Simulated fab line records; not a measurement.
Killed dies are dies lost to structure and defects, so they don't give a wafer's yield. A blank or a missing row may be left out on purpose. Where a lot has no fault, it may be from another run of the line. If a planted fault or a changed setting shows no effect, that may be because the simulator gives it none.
Chamber matching ; flow n5-finfet ; N5_BEOL_M1_DESCUM_33 on rie-diel-06: 4 sister chambers
The step chemistry O2, time 7 s. 8 wafers are shown with their chamber, then 9 later ones without.

WAFERS, EACH WITH ITS CHAMBER
wafer;chamber;throttle-valve-pct (%);showerhead-plenum-p-Torr (Torr)
L083.4;2;20.35;2.03
L085.6;3;20.67;1.98
L086.3;3;20.68;1.98
L086.4;0;20.85;2.07
L086.5;1;20.57;2.11
L091.1;2;20.38;2.03
L091.5;0;20.87;2.07
L091.6;1;20.57;2.10

WAFERS MISSING THEIR CHAMBER
wafer;throttle-valve-pct (%);showerhead-plenum-p-Torr (Torr)
L095.1;20.70;1.98
L095.2;20.61;2.10
L095.3;20.40;2.02
L095.4;20.87;2.07
L095.5;20.71;1.98
L095.6;20.39;2.02
L097.4;20.61;2.10
L097.5;20.89;2.07
L097.6;20.71;1.97

CHAMBER TAKEN BY EACH
wafer;from the rows above;in truth
L095.1;3;3
L095.2;1;1
L095.3;2;2
L095.4;0;0
L095.5;3;3
L095.6;2;2
L097.4;1;1
L097.5;0;0
L097.6;3;3
9 of 9 placed correctly. Number that these rows cannot place: 0. Placed wrongly: 0.
How it was worked out, from the rows above alone: a wafer's distance from a chamber is the root of the sum, over the readings, of the square of ((its reading less the chamber's mean) divided by the reading's scatter). If the next closest chamber is less than 2 further off than the closest, the wafer can't be placed; otherwise it belongs to the closest. The mean given for a chamber averages the wafers shown for that chamber. The scatter is the square root of a quotient: the sum, over the shown wafers, of each reading's squared deviation from its chamber's mean, divided by wafers minus chambers.
